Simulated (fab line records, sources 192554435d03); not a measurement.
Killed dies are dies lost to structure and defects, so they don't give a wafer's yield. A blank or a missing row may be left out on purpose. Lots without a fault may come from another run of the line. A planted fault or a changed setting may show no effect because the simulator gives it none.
fab line records | flow n5_finfet
record lots=5 wafers=15 last_day=17
route steps=1938 shown PMOS_HMC_CHANNEL_EPI@79 FIN_SAQP@90
lots that met no fault: from a run of the same line without faults
start_h: hours from the record's first day to the start of the lot's first wafer shown | wait_h: hours since the lot's step before | " the same as in the row above | L1.1+2: a row that stands for several wafers | - no value, or no start given | * or withheld: withheld | < > ~ a bound
route shown NAME@n: a module of which the file shows steps, and the number in the route of the first | usual: mean/standard deviation of fault-free wafers | same: alike in all rows | chamber/n: place in a boat | sites: the reading at each site | _std_site: their standard deviation | _edge_site: outer sites' mean less inner sites' | radius_mm: how far each site lies from the wafer's centre | mask NAME#n: copy n | behind: the tool/chamber that last shaped the wafer | hold: why the lot was held/for how many hours/how that ended | device: the transistor (n, p or np) that didn't switch | end of line: the same wafers' tests at the end of the route | a step without rows: its recipe alone | killed: dies lost to structure and defects at the first sort, not the wafer's yield | map: a wafer's dies, x killed, . not, _ none there
set.NAME: the setting as run; set.NAME@STEP: as run at that earlier step | model.NAME: the simulator's own value behind a step, which no gauge read
lots at some steps of the route; a table a step, a row a wafer
services: from which hour (start_h, from the record's first day; less than 0 if before it) a tool's chamber was out of use, for how many hours, and why
## steps
# step N5_PMOS_HMC_CHANNEL_EPI_HM_STRIP_35
# recipe chemistry=dHF temp_c=25 material=SiO2 target=SiO2 target_depth_a=396 time_s=216
# columns lot.wafer tool chamber start_h wait_h
L081.1+5+6 wet_bench-06 6,0,3 61.71 1.0
L085.1+4+5 wet_bench-03 2,0,1 85.35 1.0
L090.1+4+6 wet_bench-04 5,1,2 116.01 1.4
L092.1+3+6 wet_bench-03 5,1,2 127.26 1.0
L097.1+3+4 wet_bench-03 2,3,7 157.63 1.0
# step N5_PMOS_HMC_CHANNEL_EPI_SRD_39
# recipe dry=ipa_marangoni time_s=30 temp_c=23 rinse_liquid=diw
# columns lot.wafer tool chamber start_h wait_h
L081.1+5+6 wet_bench-06 6,0,3 61.83 0.0
L085.1+4+5 wet_bench-03 2,0,1 85.41 0.0
L090.1+4+6 wet_bench-04 5,1,2 116.07 0.0
L092.1+3+6 wet_bench-03 5,1,2 127.33 0.0
L097.1+3+4 wet_bench-03 2,3,7 157.70 0.0
# step N5_PMOS_HMC_CHANNEL_EPI_CMP_21
# recipe material=SiGe30 post_cmp_clean=alkaline_brush target_thk_nm=54
# usual motor_current_A=12.4/1.3
# columns lot.wafer tool chamber start_h wait_h motor_current_A
L081.1 cmp-04 3 62.01 0.1 11.1
L081.5 " 0 " " 13.8
L081.6 " 1 " " 10.4
L085.1 cmp-04 2 85.49 0.1 13.4
L085.4 " 3 " " 11.5
L085.5 " 1 " " 10.1
L090.1 cmp-03 2 116.11 0.0 12.3
L090.4 " 0 " " 11.5
L090.6 " 2 " " 11.8
L092.3 cmp-01 3 127.37 0.0 13.1
L092.1 " 1 " " 14.2
L092.6 " 0 " " 12.2
L097.4 cmp-04 0 157.74 0.0 13.9
L097.1 " 2 " " 13.8
L097.3 " 3 " " 11.1
# step N5_PMOS_HMC_CHANNEL_EPI_THK_MEAS_22
# recipe reads=SiGe30_of_PMOS_HMC_CHANNEL_EPI_EPI_20
# usual HMC_CMP_THK=54.1/1.1
# columns lot.wafer tool chamber start_h wait_h HMC_CMP_THK[nm]
L081.1 film_metro-01 - 62.19 - 54.9
L081.5 " - " " 54.4
L081.6 " - " " 53.9
L085.1 film_metro-02 - 85.74 - 54.6
L085.4 " - " " 55.6
L085.5 " - " " 54.5
L090.1 film_metro-02 - 116.41 - 53.6
L090.4 " - " " 53.4
L090.6 " - " " 53.5
L092.1 film_metro-01 - 127.66 - 52.0
L092.3 " - " " 54.8
L092.6 " - " " 54.6
L097.1 film_metro-01 - 158.03 - 54.6
L097.3 " - " " 52.7
L097.4 " - " " 54.2
# step N5_PMOS_HMC_CHANNEL_EPI_PRECLEAN_40
# recipe chemistry=DHF time_s=30 temp_c=25 dilution=withheld
# columns lot.wafer tool chamber start_h wait_h
L081.1+5+6 wet_bench-06 4,2,5 62.22 0.0
L085.1+4+5 wet_bench-03 1,7,6 85.77 0.0
L090.1+4+6 wet_bench-06 1,5,3 116.44 0.0
L092.1+3+6 wet_bench-03 4,2,6 127.69 0.0
L097.1+3+4 wet_bench-06 4,3,0 158.06 0.0
# step N5_PMOS_HMC_CHANNEL_EPI_PRECLEAN_37
# recipe chemistry=O3/DIW time_s=45 temp_c=22 o3_ppm=10
# columns lot.wafer tool chamber start_h wait_h
L081.1+5+6 wet_bench-06 4,2,5 62.24 0.0
L085.1+4+5 wet_bench-03 1,7,6 85.78 0.0
L090.1+4+6 wet_bench-06 1,5,3 116.45 0.0
L092.1+3+6 wet_bench-03 4,2,6 127.70 0.0
L097.1+3+4 wet_bench-06 4,3,0 158.07 0.0
# step N5_PMOS_HMC_CHANNEL_EPI_PRECLEAN_24
# recipe chemistry=DHF time_s=30 temp_c=25 dilution=withheld
# columns lot.wafer tool chamber start_h wait_h
L081.1+5+6 wet_bench-06 4,2,5 62.26 0.0
L085.1+4+5 wet_bench-03 1,7,6 85.79 0.0
L090.1+4+6 wet_bench-06 1,5,3 116.46 0.0
L092.1+3+6 wet_bench-03 4,2,6 127.72 0.0
L097.1+3+4 wet_bench-06 4,3,0 158.09 0.0
# step N5_PMOS_HMC_CHANNEL_EPI_SRD_25
# recipe dry=ipa_marangoni do_ppb=5 time_s=30 temp_c=23 rinse_liquid=diw
# columns lot.wafer tool chamber start_h wait_h
L081.1+5+6 wet_bench-06 4,2,5 62.28 0.0
L085.1+4+5 wet_bench-03 1,7,6 85.80 0.0
L090.1+4+6 wet_bench-06 1,5,3 116.47 0.0
L092.1+3+6 wet_bench-03 4,2,6 127.73 0.0
L097.1+3+4 wet_bench-06 4,3,0 158.09 0.0
# step N5_PMOS_HMC_CHANNEL_EPI_EPI_26
# recipe material=Si target_thk_a=38 temp_c=650 precursor=SiH4/H2 pressure_torr=20 time_s=22.7
# usual throttle_valve_pct=11.57/0.29
# columns lot.wafer tool chamber start_h wait_h throttle_valve_pct
L081.1 epi_rpcvd-02 0 62.35 0.0 11.52
L081.5 " 0 " " 11.52
L081.6 " 0 " " 11.53
L085.1 epi_rpcvd-02 0 85.85 0.0 11.44
L085.4 " 0 " " 11.38
L085.5 " 0 " " 11.10
L090.1 epi_rpcvd-02 0 116.52 0.0 11.43
L090.4 " 0 " " 11.51
L090.6 " 0 " " 11.13
L092.1 epi_rpcvd-02 0 127.78 0.0 11.21
L092.3 " 0 " " 11.66
L092.6 " 0 " " 11.51
L097.1 epi_rpcvd-02 0 158.14 0.0 11.50
L097.3 " 0 " " 11.41
L097.4 " 0 " " 11.23
# step N5_PMOS_HMC_CHANNEL_EPI_INSPECT_30
# recipe inspect_instrument=darkfield mode=post_epi
# usual raw_defect_count=19/7.2
# columns lot.wafer tool chamber start_h wait_h raw_defect_count
L081.1 defect_inspect-02 - 62.95 0.0 18
L081.5 " - " " 18
L081.6 " - " " 25
L085.1 defect_inspect-01 - 86.22 0.0 19
L085.4 " - " " 30
L085.5 " - " " 18
L090.1 defect_inspect-01 - 116.89 0.0 30
L090.4 " - " " 26
L090.6 " - " " 24
L092.1 defect_inspect-02 - 128.15 0.0 17
L092.3 " - " " 15
L092.6 " - " " 14
L097.1 defect_inspect-01 - 158.51 0.0 31
L097.3 " - " " 27
L097.4 " - " " 13
# step N5_FIN_SAQP_PRECLEAN_42
# recipe chemistry=O3/DIW time_s=60 temp_c=22 o3_ppm=10
# columns lot.wafer tool chamber start_h wait_h
L081.1+5+6 wet_bench-01 4,1,5 62.98 0.0
L085.1+4+5 wet_bench-01 0,2,7 86.25 0.0
L090.1+4+6 wet_bench-01 2,7,1 116.92 0.0
L092.1+3+6 wet_bench-02 4,5,1 128.17 0.0
L097.1+3+4 wet_bench-01 3,0,1 158.54 0.0
# step N5_FIN_SAQP_PRECLEAN_00
# recipe chemistry=SC1 time_s=60 temp_c=55 mix=1:2:50
# usual diw_flow_mL_min=1415/4.3
# columns lot.wafer tool chamber start_h wait_h diw_flow_mL_min
L081.1 wet_bench-01 4 63.00 0.0 1414
L081.5 " 1 " " 1409
L081.6 " 5 " " 1412
L085.1 wet_bench-01 0 86.27 0.0 1410
L085.4 " 2 " " 1411
L085.5 " 7 " " 1412
L090.1 wet_bench-01 2 116.94 0.0 1416
L090.4 " 7 " " 1416
L090.6 " 1 " " 1415
L092.1 wet_bench-02 4 128.21 0.0 1418
L092.3 " 5 " " 1418
L092.6 " 1 " " 1404
L097.1 wet_bench-01 3 158.56 0.0 1410
L097.3 " 0 " " 1420
L097.4 " 1 " " 1418
# step N5_FIN_SAQP_PRECLEAN_44
# recipe chemistry=SC2 time_s=45 temp_c=35 mix=1:1:50
# columns lot.wafer tool chamber start_h wait_h
L081.1+5+6 wet_bench-01 4,1,5 63.02 0.0
L085.1+4+5 wet_bench-01 0,2,7 86.28 0.0
L090.1+4+6 wet_bench-01 2,7,1 116.96 0.0
L092.1+3+6 wet_bench-02 4,5,1 128.25 0.0
L097.1+3+4 wet_bench-01 3,0,1 158.58 0.0
# step N5_FIN_SAQP_SRD_01
# recipe dry=ipa_marangoni time_s=30 temp_c=23 rinse_liquid=diw
# columns lot.wafer tool chamber start_h wait_h
L081.1+5+6 wet_bench-01 4,1,5 63.03 0.0
L085.1+4+5 wet_bench-01 0,2,7 86.30 0.0
L090.1+4+6 wet_bench-01 2,7,1 116.97 0.0
L092.1+3+6 wet_bench-02 4,5,1 128.27 0.0
L097.1+3+4 wet_bench-01 3,0,1 158.59 0.0
# step N5_FIN_SAQP_ALD_61
# recipe material=SiO2 target_thk_a=40 temp_c=300 ald_precursor_family=BDEAS ald_co_reactant=O2-plasma pulse_time_s=1 purge_time_s=2 co_reactant_purge_time_s=2 ald_cycles=43 pressure_torr=2
# usual heater_power_w=476/49 precursor_pulse_height_rel=1.002/0.019
# columns lot.wafer tool chamber start_h wait_h heater_power_w precursor_pulse_height_rel
L081.1 ald_sin-02 3 63.08 0.0 593 1.010
L081.5 " 1 " " 426 1.004
L081.6 " 2 " " 536 1.011
L085.1 ald_sin-03 0 87.15 0.8 476 1.000
L085.4 " 1 " " 423 0.987
L085.5 " 3 " " 502 0.986
L090.1 ald_sin-02 1 117.65 0.7 404 1.029
L090.4 " 3 " " 619 1.032
L090.6 " 3 " " 629 1.023
L092.1 ald_sin-04 1 128.34 0.0 461 0.987
L092.3 " 0 " " 440 0.967
L092.6 " 0 " " 442 0.980
L097.1 ald_sin-04 1 158.64 0.0 459 1.016
L097.3 " 3 " " 438 1.004
L097.4 " 2 " " 481 0.982
# step N5_FIN_SAQP_DENSIFY_62
# recipe temp_c=700 time_s=60 ambient=N2 idle_temp_c=600 ramp_up_c_per_s=150 ramp_down_c_per_s=60 cool_to_c=600
# usual lamp_power_pct=9.85/0.055 lamp_zone_2_pct=9.846/0.011 wafer_temp_C_max=703.4/0.63
# columns lot.wafer tool chamber start_h wait_h lamp_power_pct lamp_zone_2_pct wafer_temp_C_max
L081.1 rtp_anneal-02 0 63.28 0.1 9.81 9.842 703.4
L081.5 " 0 " " 9.77 9.836 704.5
L081.6 " 0 " " 9.81 9.845 703.8
L085.1 rtp_anneal-01 0 87.35 0.1 9.89 9.840 702.8
L085.4 " 0 " " 9.85 9.850 704.6
L085.5 " 0 " " 9.82 9.851 703.3
L090.1 rtp_anneal-01 0 117.85 0.1 9.89 9.843 703.2
L090.4 " 0 " " 9.94 9.853 703.1
L090.6 " 0 " " 9.83 9.847 702.5
L092.1 rtp_anneal-02 0 128.54 0.1 9.86 9.847 703.7
L092.3 " 0 " " 9.86 9.866 702.9
L092.6 " 0 " " 9.83 9.863 702.0
L097.1 rtp_anneal-02 0 158.94 0.2 9.81 9.856 703.0
L097.3 " 0 " " 9.83 9.845 703.4
L097.4 " 0 " " 9.95 9.848 703.1
# step N5_FIN_SAQP_HM_DEP_03
# recipe material=SiNx target_thk_a=380 temp_c=400 precursor=SiH4/NH3/N2 pressure_torr=1.5 rf_w=300 time_s=33.6
# usual heater_power_w=758/84 showerhead_plenum_p_Torr=5.19/0.04 throttle_valve_pct=40.4/2
# columns lot.wafer tool chamber start_h wait_h heater_power_w showerhead_plenum_p_Torr throttle_valve_pct
L081.1 pecvd-04 0 63.50 0.2 857 5.19 39.5
L081.5 " 0 " " 868 5.20 39.4
L081.6 " 1 " " 735 5.19 41.7
L085.1 pecvd-04 0 87.57 0.2 910 5.18 39.7
L085.4 " 2 " " 837 5.20 37.1
L085.5 " 0 " " 907 5.20 39.7
L090.1 pecvd-04 0 118.06 0.2 889 5.19 39.9
L090.4 " 2 " " 709 5.20 37.3
L090.6 " 1 " " 678 5.22 41.9
L092.1 pecvd-04 1 128.75 0.2 688 5.19 41.9
L092.3 " 0 " " 927 5.17 39.9
L092.6 " 1 " " 697 5.20 41.5
L097.1 pecvd-03 0 159.17 0.2 852 5.14 39.2
L097.3 " 1 " " 716 5.19 43.3
L097.4 " 1 " " 697 5.19 43.6
# step N5_FIN_SAQP_THK_MEAS_05
# usual thk_nm=37.9/0.51
# columns lot.wafer tool chamber start_h wait_h thk_nm
L081.1 film_metro-02 - 63.58 0.1 37.3
L081.5 " - " " 38.5
L081.6 " - " " 38.3
L085.1 film_metro-02 - 87.66 0.1 37.4
L085.4 " - " " 38.1
L085.5 " - " " 38.0
L090.1 film_metro-02 - 118.15 0.1 37.4
L090.4 " - " " 38.2
L090.6 " - " " 38.3
L092.1 film_metro-01 - 128.84 0.1 37.8
L092.3 " - " " 37.4
L092.6 " - " " 38.3
L097.1 film_metro-02 - 159.26 0.1 37.5
L097.3 " - " " 38.3
L097.4 " - " " 39.3
# step N5_FIN_SAQP_PECVD_47
# recipe material=a-Si target_thk_a=450 temp_c=400 precursor=SiH4/He pressure_torr=3 rf_w=100 time_s=36.3
# usual heater_power_w=833/95 showerhead_plenum_p_Torr=5.70/0.037 throttle_valve_pct=18.6/0.89
# columns lot.wafer tool chamber start_h wait_h heater_power_w showerhead_plenum_p_Torr throttle_valve_pct
L081.1 pecvd-01 0 63.62 0.0 970 5.78 19.8
L081.5 " 0 " " 982 5.78 19.9
L081.6 " 1 " " 758 5.69 18.0
L085.1 pecvd-01 1 87.69 0.0 909 5.72 17.9
L085.4 " 0 " " 913 5.77 19.8
L085.5 " 2 " " 690 5.72 18.9
L090.1 pecvd-03 1 118.19 0.0 783 5.71 19.9
L090.4 " 2 " " 750 5.66 18.5
L090.6 " 0 " " 985 5.66 17.9
L092.1 pecvd-03 0 128.88 0.0 857 5.66 17.9
L092.3 " 1 " " 781 5.72 19.9
L092.6 " 1 " " 777 5.71 19.6
L097.1 pecvd-04 1 159.30 0.0 762 5.70 18.9
L097.3 " 2 " " 873 5.71 17.0
L097.4 " 1 " " 759 5.71 19.2
# step N5_FIN_SAQP_PECVD_48
# recipe material=SiNx target_thk_a=250 temp_c=400 precursor=SiH4/NH3/N2 pressure_torr=1.5 rf_w=300 time_s=22.1
# usual heater_power_w=766/95 showerhead_plenum_p_Torr=5.19/0.05 throttle_valve_pct=40.9/2
# columns lot.wafer tool chamber start_h wait_h heater_power_w showerhead_plenum_p_Torr throttle_valve_pct
L081.1 pecvd-01 0 63.68 0.0 943 5.30 43.7
L081.5 " 0 " " 908 5.30 43.7
L081.6 " 1 " " 773 5.20 40.0
L085.1 pecvd-01 1 87.73 0.0 751 5.20 40.0
L085.4 " 0 " " 917 5.30 43.7
L085.5 " 2 " " 684 5.20 41.7
L090.1 pecvd-03 1 118.23 0.0 693 5.20 43.7
L090.4 " 2 " " 726 5.14 40.7
L090.6 " 0 " " 801 5.13 39.1
L092.1 pecvd-03 0 128.92 0.0 750 5.12 39.2
L092.3 " 1 " " 619 5.20 43.3
L092.6 " 1 " " 611 5.21 43.5
L097.1 pecvd-04 1 159.34 0.0 702 5.20 42.0
L097.3 " 2 " " 743 5.20 37.3
L097.4 " 1 " " 719 5.20 41.8
# step N5_FIN_SAQP_PECVD_06
# recipe material=a-Si target_thk_a=600 temp_c=400 precursor=SiH4/He pressure_torr=3 rf_w=100 time_s=48.1
# usual heater_power_w=828/86 showerhead_plenum_p_Torr=5.70/0.038 throttle_valve_pct=18.6/0.87
# columns lot.wafer tool chamber start_h wait_h heater_power_w showerhead_plenum_p_Torr throttle_valve_pct
L081.1 pecvd-01 0 63.74 0.0 946 5.79 19.6
L081.5 " 0 " " 978 5.79 19.8
L081.6 " 1 " " 827 5.72 18.0
L085.1 pecvd-01 1 87.77 0.0 808 5.73 18.1
L085.4 " 0 " " 951 5.79 20.0
L085.5 " 2 " " 758 5.72 19.0
L090.1 pecvd-03 1 118.27 0.0 796 5.72 19.8
L090.4 " 2 " " 738 5.66 18.3
L090.6 " 0 " " 893 5.65 17.9
L092.1 pecvd-03 0 128.96 0.0 900 5.65 17.8
L092.3 " 1 " " 777 5.70 19.7
L092.6 " 1 " " 768 5.70 20.0
L097.1 pecvd-04 1 159.38 0.0 780 5.72 18.8
L097.3 " 2 " " 783 5.72 17.1
L097.4 " 1 " " 796 5.72 19.0
# step N5_FIN_SAQP_THK_MEAS_07
# usual thk_nm=60.1/0.85
# columns lot.wafer tool chamber start_h wait_h thk_nm
L081.1 film_metro-02 - 63.86 0.1 59.3
L081.5 " - " " 60.3
L081.6 " - " " 60.9
L085.1 film_metro-01 - 87.86 0.1 59.0
L085.4 " - " " 59.4
L085.5 " - " " 60.0
L090.1 film_metro-01 - 118.36 0.1 60.2
L090.4 " - " " 60.7
L090.6 " - " " 60.9
L092.1 film_metro-01 - 129.05 0.1 60.8
L092.3 " - " " 59.5
L092.6 " - " " 61.2
L097.1 film_metro-01 - 159.47 0.1 60.1
L097.3 " - " " 59.4
L097.4 " - " " 61.5
# step N5_FIN_SAQP_HM_DEP_72
# recipe material=SiO2 target_thk_a=120 temp_c=400 precursor=SiH4/N2O pressure_torr=0.75 rf_w=275 time_s=7.2
# usual heater_power_w=770/95 showerhead_plenum_p_Torr=8.25/0.098
# columns lot.wafer tool chamber start_h wait_h heater_power_w showerhead_plenum_p_Torr
L081.1 pecvd-04 0 63.90 0.0 814 8.24
L081.5 " 2 " " 813 8.27
L081.6 " 1 " " 694 8.27
L085.1 pecvd-03 0 87.90 0.0 914 8.14
L085.4 " 1 " " 706 8.26
L085.5 " 0 " " 893 8.14
L090.1 pecvd-04 0 118.40 0.0 909 8.23
L090.4 " 0 " " 905 8.24
L090.6 " 1 " " 695 8.27
L092.1 pecvd-03 2 129.08 0.0 662 8.13
L092.3 " 1 " " 598 8.27
L092.6 " 0 " " 801 8.15
L097.1 pecvd-01 2 159.50 0.0 715 8.30
L097.3 " 1 " " 836 8.27
L097.4 " 1 " " 809 8.27
# step N5_FIN_SAQP_COAT_49
# recipe resist=SOC temp_c=250 time_s=60 spin_rpm=1500 resist_thk_nm=100
# usual exhaust_pa=45.3/0.81
# columns lot.wafer tool chamber start_h wait_h exhaust_pa
L081.1 litho_track-05 0 63.97 0.1 46.7
L081.5 " 0 " " 45.1
L081.6 " 0 " " 44.2
L085.1 litho_track-05 0 87.98 0.1 44.4
L085.4 " 0 " " 45.7
L085.5 " 0 " " 45.2
L090.1 litho_track-01 0 118.47 0.1 44.9
L090.4 " 0 " " 45.0
L090.6 " 0 " " 45.6
L092.1 litho_track-01 0 129.16 0.1 44.3
L092.3 " 0 " " 44.9
L092.6 " 0 " " 45.2
L097.1 litho_track-01 0 159.58 0.1 43.7
L097.3 " 0 " " 45.1
L097.4 " 0 " " 44.1
# step N5_FIN_SAQP_COAT_50
# recipe resist=SiARC temp_c=220 time_s=60 spin_rpm=1500 resist_thk_nm=35
# usual exhaust_pa=45.0/0.89
# columns lot.wafer tool chamber start_h wait_h exhaust_pa
L081.1 litho_track-05 0 - - 44.5
L081.5 " 0 " " 44.4
L081.6 " 0 " " 45.1
L085.1 litho_track-05 0 - - 44.6
L085.4 " 0 " " 47.5
L085.5 " 0 " " 45.4
L090.1 litho_track-01 0 - - 44.8
L090.4 " 0 " " 44.2
L090.6 " 0 " " 45.4
L092.1 litho_track-01 0 - - 43.7
L092.3 " 0 " " 44.0
L092.6 " 0 " " 45.8
L097.1 litho_track-01 0 - - 46.1
L097.3 " 0 " " 44.5
L097.4 " 0 " " 45.2
# step N5_FIN_SAQP_COAT_10
# recipe resist=CAR-ArF spin_rpm=1500 resist_thk_nm=90
# usual exhaust_pa=44.8/0.84
# columns lot.wafer tool chamber start_h wait_h exhaust_pa
L081.1 litho_track-05 0 - - 45.4
L081.5 " 0 " " 45.2
L081.6 " 0 " " 44.4
L085.1 litho_track-05 0 - - 44.9
L085.4 " 0 " " 45.1
L085.5 " 0 " " 46.2
L090.1 litho_track-01 0 - - 45.5
L090.4 " 0 " " 45.2
L090.6 " 0 " " 44.8
L092.1 litho_track-01 0 - - 43.7
L092.3 " 0 " " 44.7
L092.6 " 0 " " 45.0
L097.1 litho_track-01 0 - - 44.2
L097.3 " 0 " " 43.3
L097.4 " 0 " " 43.6
# step N5_FIN_SAQP_EBR_12
# recipe solvent=PGMEA ebr_width_mm=1.5
# usual exhaust_pa=45.1/0.98
# columns lot.wafer tool chamber start_h wait_h exhaust_pa
L081.1 litho_track-05 0 - - 45.3
L081.5 " 0 " " 44.4
L081.6 " 0 " " 45.6
L085.1 litho_track-05 0 - - 44.4
L085.4 " 0 " " 45.8
L085.5 " 0 " " 44.4
L090.1 litho_track-01 0 - - 43.9
L090.4 " 0 " " 44.0
L090.6 " 0 " " 43.0
L092.1 litho_track-01 0 - - 44.1
L092.3 " 0 " " 47.1
L092.6 " 0 " " 44.4
L097.1 litho_track-01 0 - - 44.4
L097.3 " 0 " " 43.8
L097.4 " 0 " " 45.3
# step N5_FIN_SAQP_SOFTBAKE_11
# recipe temp_c=110 time_s=60 resist=CAR-ArF
# usual exhaust_pa=45.1/0.9
# columns lot.wafer tool chamber start_h wait_h exhaust_pa
L081.1 litho_track-05 0 - - 45.4
L081.5 " 0 " " 44.0
L081.6 " 0 " " 44.7
L085.1 litho_track-05 0 - - 44.9
L085.4 " 0 " " 45.0
L085.5 " 0 " " 44.7
L090.1 litho_track-01 0 - - 45.9
L090.4 " 0 " " 44.2
L090.6 " 0 " " 44.1
L092.1 litho_track-01 0 - - 43.7
L092.3 " 0 " " 44.4
L092.6 " 0 " " 45.2
L097.1 litho_track-01 0 - - 45.9
L097.3 " 0 " " 45.0
L097.4 " 0 " " 45.5
# step N5_FIN_SAQP_EXPOSE_13
# recipe mask_id=FIN_CORE na=1.35 source_shape=dipole sigma_inner=0.538 sigma_outer=0.738 polarization=te target_cd_nm=35.6 dose_mj=63.25
# usual exposure_dose_mJ_cm2=63.22/0.066
# columns lot.wafer tool chamber start_h wait_h mask exposure_dose_mJ_cm2
L081.1 arfi_scanner-02 0 64.09 - FIN_CORE#0 63.23
L081.5 " 0 " " FIN_CORE#0 63.17
L081.6 " 0 " " FIN_CORE#0 63.23
L085.1 arfi_scanner-02 0 88.22 - FIN_CORE#0 63.28
L085.4 " 0 " " FIN_CORE#0 63.27
L085.5 " 0 " " FIN_CORE#0 63.30
L090.1 arfi_scanner-03 0 118.59 - FIN_CORE#0 63.18
L090.4 " 0 " " FIN_CORE#0 63.16
L090.6 " 0 " " FIN_CORE#0 63.11
L092.1 arfi_scanner-01 0 129.40 - FIN_CORE#0 63.20
L092.3 " 0 " " FIN_CORE#0 63.18
L092.6 " 0 " " FIN_CORE#0 63.14
L097.1 arfi_scanner-01 0 159.82 - FIN_CORE#0 63.25
L097.3 " 0 " " FIN_CORE#0 63.28
L097.4 " 0 " " FIN_CORE#0 63.23
# step N5_FIN_SAQP_PEB_14
# recipe peb_temp_c=withheld peb_time_s=60 resist=CAR-ArF
# usual exhaust_pa=45.0/0.97
# columns lot.wafer tool chamber start_h wait_h exhaust_pa
L081.1 litho_track-02 0 64.15 0.1 45.1
L081.5 " 0 " " 45.6
L081.6 " 0 " " 46.5
L085.1 litho_track-01 0 88.28 0.1 43.6
L085.4 " 0 " " 43.8
L085.5 " 0 " " 45.3
L090.1 litho_track-05 0 118.65 0.1 43.8
L090.4 " 0 " " 44.0
L090.6 " 0 " " 42.9
L092.1 litho_track-01 0 129.46 0.1 44.6
L092.3 " 0 " " 44.4
L092.6 " 0 " " 44.3
L097.1 litho_track-01 0 159.88 0.1 43.4
L097.3 " 0 " " 44.8
L097.4 " 0 " " 44.8
# step N5_FIN_SAQP_DEVELOP_15
# recipe develop_time_s=30 developer=TMAH resist=CAR-ArF dev_temp_c=23 rinse_liquid=diw dry=air_spin
# usual exhaust_pa=44.8/0.76
# columns lot.wafer tool chamber start_h wait_h exhaust_pa
L081.1 litho_track-02 0 - - 44.1
L081.5 " 0 " " 44.8
L081.6 " 0 " " 44.4
L085.1 litho_track-01 0 - - 44.0
L085.4 " 0 " " 45.5
L085.5 " 0 " " 44.8
L090.1 litho_track-05 0 - - 44.9
L090.4 " 0 " " 44.0
L090.6 " 0 " " 44.1
L092.1 litho_track-01 0 - - 44.8
L092.3 " 0 " " 46.8
L092.6 " 0 " " 45.1
L097.1 litho_track-01 0 - - 44.6
L097.3 " 0 " " 45.2
L097.4 " 0 " " 45.9
# step N5_FIN_SAQP_CD_MEAS_16
# recipe target_cd_nm=35.6 landing_energy_ev=500 detector=se_inlens
# usual cd_nm=35.6/0.32
# columns lot.wafer tool chamber start_h wait_h cd_nm
L081.1 cd_sem-02 0 64.22 - 36.1
L081.5 " 0 " " 35.3
L081.6 " 0 " " 35.4
L085.1 cd_sem-02 0 88.35 - 36.1
L085.4 " 0 " " 35.6
L085.5 " 0 " " 35.1
L090.1 cd_sem-02 0 118.72 - 35.6
L090.4 " 0 " " 35.9
L090.6 " 0 " " 35.4
L092.1 cd_sem-01 0 129.53 - 35.5
L092.3 " 0 " " 35.7
L092.6 " 0 " " 35.8
L097.1 cd_sem-01 0 159.95 - 34.6
L097.3 " 0 " " 35.3
L097.4 " 0 " " 35.9
# step N5_FIN_SAQP_OVL_MEAS_17
# recipe points_per_wafer=44
# usual FIN_CORE_OVL=-0.4/0.96
# columns lot.wafer tool chamber start_h wait_h FIN_CORE_OVL[nm]
L081.1 overlay-01 0 64.26 0.0 2.1
L081.5 " 0 " " 0.4
L081.6 " 0 " " 0.4
L085.1 overlay-01 0 88.39 0.0 0.3
L085.4 " 0 " " -0.9
L085.5 " 0 " " 0.7
L090.1 overlay-01 0 118.76 0.0 -1.3
L090.4 " 0 " " -0.5
L090.6 " 0 " " -0.8
L092.1 overlay-01 0 129.57 0.0 -0.8
L092.3 " 0 " " -1.5
L092.6 " 0 " " -0.6
L097.1 overlay-02 0 159.99 0.0 -2.4
L097.3 " 0 " " -2.0
L097.4 " 0 " " -1.9
# step N5_FIN_SAQP_INSPECT_18
# recipe mode=adi inspect_instrument=brightfield
# usual raw_defect_count=427/120
# columns lot.wafer tool chamber start_h wait_h raw_defect_count
L081.1 defect_inspect-02 - 64.28 0.0 591
L081.5 " - " " 390
L081.6 " - " " 546
L085.1 defect_inspect-02 - 88.41 0.0 371
L085.4 " - " " 456
L085.5 " - " " 481
L090.1 defect_inspect-01 - 118.78 0.0 276
L090.4 " - " " 333
L090.6 " - " " 455
L092.1 defect_inspect-01 - 129.59 0.0 235
L092.3 " - " " 365
L092.6 " - " " 251
L097.1 defect_inspect-02 - 160.01 0.0 354
L097.3 " - " " 264
L097.4 " - " " 397
# step N5_FIN_SAQP_DESCUM_21
# recipe chemistry=O2 time_s=7.9 source_power_w=50 bias_power_w=20 pressure_mtorr=20 rf_frequency_hz=2.712e+07 temp_c=40 resist=CAR-ArF o2_flow_sccm=225
# usual drypump_motor_current_A=5.56/0.29 oes_product_au=0.79/0.089 rf_vpp_V=242.9/1.3 showerhead_plenum_p_Torr=2.07/0.06 throttle_valve_pct=20.42/0.24
# columns lot.wafer tool chamber start_h wait_h drypump_motor_current_A oes_product_au rf_hours_counter_h rf_vpp_V showerhead_plenum_p_Torr throttle_valve_pct
L081.1 rie_diel-02 0 64.32 0.0 5.70 0.73 172 242.8 1.97 20.40
L081.5 " 2 " " 5.72 0.74 - 243.4 2.07 20.49
L081.6 " 3 " " 5.75 0.70 - 243.3 2.07 20.70
L085.1 rie_diel-06 1 88.51 0.1 5.40 0.98 2 244.0 2.14 20.26
L085.4 " 0 " " 6.03 0.92 11 241.0 2.05 20.11
L085.5 " 0 " " 6.05 0.92 - 242.0 2.05 20.14
L090.1 rie_diel-02 2 118.82 0.0 5.68 0.73 189 242.8 2.06 20.54
L090.4 " 0 " " 5.72 0.73 - 242.3 1.97 20.44
L090.6 " 2 " " 5.67 0.73 - 243.7 2.06 20.53
L092.1 rie_diel-06 3 129.77 0.2 5.94 0.70 203 241.7 1.99 20.63
L092.3 " 2 " " 5.55 0.87 60 242.4 2.11 20.28
L092.6 " 2 " " 5.53 0.86 - 243.8 2.11 20.28
L097.1 rie_diel-02 2 160.05 0.0 5.70 0.71 208 242.0 2.05 20.54
L097.3 " 0 " " 5.68 0.72 206 240.3 1.96 20.46
L097.4 " 1 " " 5.21 0.76 125 242.3 2.01 20.90
## services
# columns tool chamber start_h hours kind
arfi_scanner-01 - 40.28 4.9 pm
arfi_scanner-02 - 42.25 5.7 repair
pecvd-01 2 49.70 14.9 repair
ald_sin-02 0 53.79 8.8 repair
pecvd-04 2 56.57 5.3 repair
arfi_scanner-01 - 68.14 1.3 pm
rie_diel-02 0 68.45 6.2 repair
arfi_scanner-01 - 70.21 1.0 pm
cmp-04 - 77.16 1.1 repair
arfi_scanner-02 - 77.43 0.8 pm
arfi_scanner-02 - 83.36 3.9 pm
pecvd-04 - 85.71 0.6 repair
ald_sin-02 - 87.00 14.0 pm
rie_diel-02 - 91.15 2.8 pm
rie_diel-06 0 91.22 16.7 repair
cmp-04 - 96.85 1.0 repair
cmp-04 - 106.25 0.8 repair
arfi_scanner-01 - 109.25 1.0 pm
rie_diel-02 1 112.26 2.7 repair
ald_sin-04 3 118.43 18.7 repair
cmp-04 - 136.63 9.2 pm
arfi_scanner-02 - 138.27 1.0 pm
cmp-04 - 146.08 4.0 pm
pecvd-04 - 148.13 1.1 repair
## key
fault none
